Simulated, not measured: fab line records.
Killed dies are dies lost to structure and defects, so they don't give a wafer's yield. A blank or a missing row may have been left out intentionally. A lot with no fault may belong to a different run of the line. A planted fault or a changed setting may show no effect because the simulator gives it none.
Matching of chambers | flow n5 finfet | N5_BEOL_M5_DEP_56 on pecvd-04: 3 sister chambers
The step deposits SiCN from 3MS/NH3, target thk 8 nm, time 14 s. 6 wafers are shown with their chamber, then 9 later ones without.

== EACH WAFER AND ITS CHAMBER ==
wafer  | chamber | showerhead vpp V (V) | showerhead plenum p Torr (Torr)
L084.3 | 1       | 946                  | 3.657
L084.5 | 0       | 777                  | 3.675
L084.6 | 2       | 867                  | 3.664
L085.1 | 2       | 899                  | 3.660
L085.3 | 1       | 926                  | 3.660
L085.5 | 0       | 766                  | 3.678

== WAFERS WITHOUT THEIR CHAMBER ==
wafer  | showerhead vpp V (V) | showerhead plenum p Torr (Torr)
L087.1 | 962                  | 3.666
L087.3 | 904                  | 3.657
L087.4 | 763                  | 3.671
L088.1 | 755                  | 3.676
L088.4 | 956                  | 3.662
L088.5 | 881                  | 3.660
L092.2 | 895                  | 3.665
L092.3 | 771                  | 3.666
L092.4 | 890                  | 3.659

== WHICH CHAMBER EACH ONE RAN IN ==
wafer  | from the rows above     | in truth
L087.1 | can't be placed: 1 or 2 | 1
L087.3 | can't be placed: 1 or 2 | 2
L087.4 | 0                       | 0
L088.1 | 0                       | 0
L088.4 | 1                       | 1
L088.5 | 2                       | 2
L092.2 | 2                       | 2
L092.3 | 0                       | 0
L092.4 | can't be placed: 2 or 1 | 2
Correct placement for 6 of the 9. Can't be placed from these rows: 3 (the true chamber is among the candidates in 3). 0 placed wrongly.
How it was worked out, from the rows above alone: a wafer's distance from a chamber is the root of the sum, over the readings, of the square of ((its reading less the chamber's mean) divided by the reading's scatter). If the next closest chamber is less than 2 further off than the closest, the wafer can't be placed; otherwise it belongs to the closest. The mean given for a chamber averages the wafers shown for that chamber. The scatter: take each reading less its chamber's mean, square it, sum over the shown wafers, divide by the number of wafers less the number of chambers, and take the root.
